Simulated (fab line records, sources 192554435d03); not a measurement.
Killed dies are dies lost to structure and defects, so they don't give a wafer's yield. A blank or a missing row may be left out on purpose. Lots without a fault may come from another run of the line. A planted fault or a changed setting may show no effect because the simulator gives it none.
Split-lot experiment | flow n5_finfet | 7 lots, 21 wafers read, on a route of 1938 steps

THE SPLIT
At N5_BEOL_M12_DEP_53 (deposits SiCN from 3MS/NH3, target thk 30 nm, time 10.5 s), the setting time_s was moved away from the recipe's 10.5 s on 10 of the 21 wafers read, by -12.0% to +7.0%. The other wafers ran this setting at the recipe's value.

The reading is taken at the split's own step.

THE READING
SiCN_of_BEOL_M12_DEP_53.thk_nm (the simulator's own value, which no gauge read), in nm, at N5_BEOL_M12_DEP_53 (deposits SiCN from 3MS/NH3, target thk 30 nm, time 10.5 s). The file gives no usual value for it. The 11 wafers here that ran the recipe average 30.0 nm, standard deviation 0.44 nm.

wafer  | tool, chamber at the split | time_s as run, s | against the recipe | SiCN_of_BEOL_M12_DEP_53.thk_nm, nm | against lot-mates on the recipe
L078.1 | pecvd-02, 2                | 10.5             | recipe             | 30                                 | -
L078.2 | pecvd-02, 0                | 9.341            | -11.0%             | 27.4                               | -3.0
L078.4 | pecvd-02, 0                | 10.5             | recipe             | 30.8                               | -
L079.4 | pecvd-01, 1,0              | 11.14            | +6.1%              | 32.2                               | no lot-mate on the recipe
L079.6 | pecvd-01, 1,0              | 11.14            | +6.1%              | 32.2                               | no lot-mate on the recipe
L079.5 | pecvd-01, 2                | 11.14            | +6.1%              | 32                                 | no lot-mate on the recipe
L080.2 | pecvd-04, 0                | 10.5             | recipe             | 29.8                               | -
L080.3 | pecvd-04, 1                | 9.998            | -4.8%              | 28.6                               | -1.3
L080.5 | pecvd-04, 2                | 10.5             | recipe             | 30                                 | -
L081.1 | pecvd-01, 1                | 11.24            | +7.0%              | 32                                 | +2.6
L081.2 | pecvd-01, 2                | 11.24            | +7.0%              | 31.6                               | +2.2
L081.3 | pecvd-01, 0                | 10.5             | recipe             | 29.4                               | -
L083.2 | pecvd-02, 0                | 9.684            | -7.8%              | 28                                 | -2.6
L083.3 | pecvd-02, 2                | 9.684            | -7.8%              | 27.6                               | -3.0
L083.4 | pecvd-02, 2                | 10.5             | recipe             | 30.6                               | -
L084.1 | pecvd-02, 2                | 10.5             | recipe             | 29.6                               | -
L084.2 | pecvd-02, 0                | 10.5             | recipe             | 30.2                               | -
L084.4 | pecvd-02, 2                | 10.5             | recipe             | 30.4                               | -
L095.2 | pecvd-01, 2                | 10.5             | recipe             | 29.4                               | -
L095.3 | pecvd-01, 1                | 10.5             | recipe             | 29.8                               | -
L095.5 | pecvd-01, 2                | 9.237            | -12.0%             | 26.4                               | -3.2
Where a row lists several chambers, the file gives one row for several wafers and doesn't say which wafer went through which chamber.

THE FIT
A straight line over all 21 wafers: SiCN_of_BEOL_M12_DEP_53.thk_nm changes by +0.286 nm for each +1% of time_s; r = +0.97; the points scatter about the line by 0.41 nm.
The same after taking each lot's own level away (the mean of its wafers on the recipe; 18 wafers): +0.307 nm for each +1%; r = +0.98; scatter 0.33 nm.
On that fit, the largest move of time_s shifts the reading by 3.7 nm.
The lots' own levels span 29.40 to 30.60 nm, that is 2.7 times the standard deviation above.
So the lot-to-lot level changes the slope little: the two slopes agree.
Check: with one of the wafers moved furthest among these (-12.0%) left out of the fit, the line predicts -3.84 nm for it against its lot-mates. It came out at -3.2 nm against them.

OTHER SPLITS ON THESE WAFERS
These wafers also went through other splits before the reading. Each is held against what the fit with the lots' levels taken away leaves over:
other split on the same wafers    | wafers away from the commonest value | r with SiCN_of_BEOL_M12_DEP_53.thk_nm (lot level and that fit taken away)
N5_BEOL_M9_TRENCH_ETCH_37 time_s  | 2                                    | -0.28
N5_BEOL_M11_PEB_26 peb_time_s     | 5                                    | +0.02
N5_BEOL_M11_TRENCH_ETCH_37 time_s | 8                                    | +0.05
N5_BEOL_M11_CURE_72 time_s        | 10                                   | +0.14
N5_BEOL_M12_SPUTTER_44 power_w    | 7                                    | +0.40

THE FILE'S OWN FIT
SiCN_of_BEOL_M12_DEP_53.thk_nm changes by +0.292 nm for each +1% of time_s, r = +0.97.
